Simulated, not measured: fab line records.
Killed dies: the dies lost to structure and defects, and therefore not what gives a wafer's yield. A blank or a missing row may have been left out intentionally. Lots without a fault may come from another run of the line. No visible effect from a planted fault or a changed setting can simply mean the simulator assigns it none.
Matching of chambers    flow n5Finfet    N5_DUMMY_GATE_STRIP_41 on rieDiel-01: 4 sister chambers
The step strips in O2. 4 wafers are shown with their chamber, then 7 later ones without.

## WAFERS, EACH WITH ITS CHAMBER
wafer   chamber  showerheadPlenumPTorr (Torr)
L079.1  1        1.99
L089.6  0        2.11
L094.1  2        2.19
L094.2  3        2.01

## WAFERS WITH NO CHAMBER GIVEN
wafer   showerheadPlenumPTorr (Torr)
L094.5  2.10
L096.1  2.19
L096.2  2.01
L096.6  2.19
L097.1  2.10
L097.3  1.98
L097.5  2.01

## THE CHAMBER EACH PASSED THROUGH
wafer   from the rows above  in truth
L094.5  0                    0
L096.1  2                    2
L096.2  3                    3
L096.6  2                    2
L097.1  0                    0
L097.3  1                    1
L097.5  3                    3
Placed correctly: 7 of 7. Left unplaced by these rows: 0. 0 placed wrongly.
How it was worked out, from the rows above alone: a wafer's distance from a chamber is the root of the sum, over the readings, of the square of ((its reading less the chamber's mean) divided by the reading's scatter). If the next closest chamber is less than 2 further off than the closest, the wafer can't be placed; otherwise it belongs to the closest. For every chamber, the mean is computed from those of its wafers that are shown. The scatter: root of mean squared gap, hidden wafer to nearest shown wafer, with one shown wafer a chamber.
